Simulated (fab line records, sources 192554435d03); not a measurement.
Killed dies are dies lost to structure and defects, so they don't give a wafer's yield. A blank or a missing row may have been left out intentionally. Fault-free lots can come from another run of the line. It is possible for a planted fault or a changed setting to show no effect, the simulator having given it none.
Matching of chambers + flow n5 finfet + 4 sister chambers for N5_BEOL_M12_CMP_49 on cmp-01
The step polishes, stops on SiOC, t overpolish 20.6 s, target thk 320 nm. 8 wafers are shown with their chamber, then 12 later ones without.

## WAFERS, EACH WITH ITS CHAMBER
| wafer  | chamber | motor current A (A) | barrier field endpoint s (s) |
|--------|---------|---------------------|------------------------------|
| L084.6 | 0       | 6.3                 | 29.6                         |
| L087.1 | 1       | 7.0                 | 30.5                         |
| L087.2 | 3       | 5.7                 | 31.0                         |
| L087.3 | 0       | 5.9                 | 30.4                         |
| L086.2 | 3       | 5.6                 | 31.0                         |
| L088.1 | 2       | 6.1                 | 30.6                         |
| L088.2 | 1       | 7.9                 | 29.8                         |
| L088.6 | 2       | 5.6                 | 30.4                         |

## WAFERS MISSING THEIR CHAMBER
| wafer  | motor current A (A) | barrier field endpoint s (s) |
|--------|---------------------|------------------------------|
| L091.1 | 8.3                 | 30.0                         |
| L091.2 | 6.5                 | 30.6                         |
| L091.3 | 5.9                 | 30.7                         |
| L089.1 | 5.6                 | 31.3                         |
| L089.2 | 5.6                 | 31.0                         |
| L089.4 | 6.0                 | 31.3                         |
| L094.4 | 6.6                 | 31.3                         |
| L094.5 | 5.5                 | 31.1                         |
| L094.6 | 6.3                 | 30.7                         |
| L096.1 | 8.1                 | 29.3                         |
| L096.2 | 5.5                 | 30.1                         |
| L096.5 | 5.8                 | 30.4                         |

## WHICH CHAMBER EACH ONE RAN IN
| wafer  | from the rows above               | in truth |
|--------|-----------------------------------|----------|
| L091.1 | 1                                 | 1        |
| L091.2 | can't be placed: 2 or 0 or 3 or 1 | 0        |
| L091.3 | can't be placed: 2 or 3 or 0      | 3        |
| L089.1 | can't be placed: 3 or 2           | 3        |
| L089.2 | can't be placed: 3 or 2           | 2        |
| L089.4 | can't be placed: 3 or 2           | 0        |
| L094.4 | can't be placed: 3 or 2 or 0 or 1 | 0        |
| L094.5 | can't be placed: 3 or 2           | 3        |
| L094.6 | can't be placed: 2 or 3 or 0      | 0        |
| L096.1 | 1                                 | 1        |
| L096.2 | can't be placed: 2 or 0 or 3      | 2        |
| L096.5 | can't be placed: 2 or 0 or 3      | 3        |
2 of 12 placed correctly. From these rows, 10 cannot be placed; in 9 the true chamber is one of the candidates. 0 placed wrongly.
How it was worked out, from the rows above alone: a wafer's distance from a chamber is the root of the sum, over the readings, of the square of ((its reading less the chamber's mean) divided by the reading's scatter). The wafer belongs to the nearest chamber; if the next one is less than 2 further off, it can't be placed. The mean given for a chamber averages the wafers shown for that chamber. The scatter: the root of (the sum of the squares of (reading less its chamber's mean) over the shown wafers, divided by (wafers less chambers)).
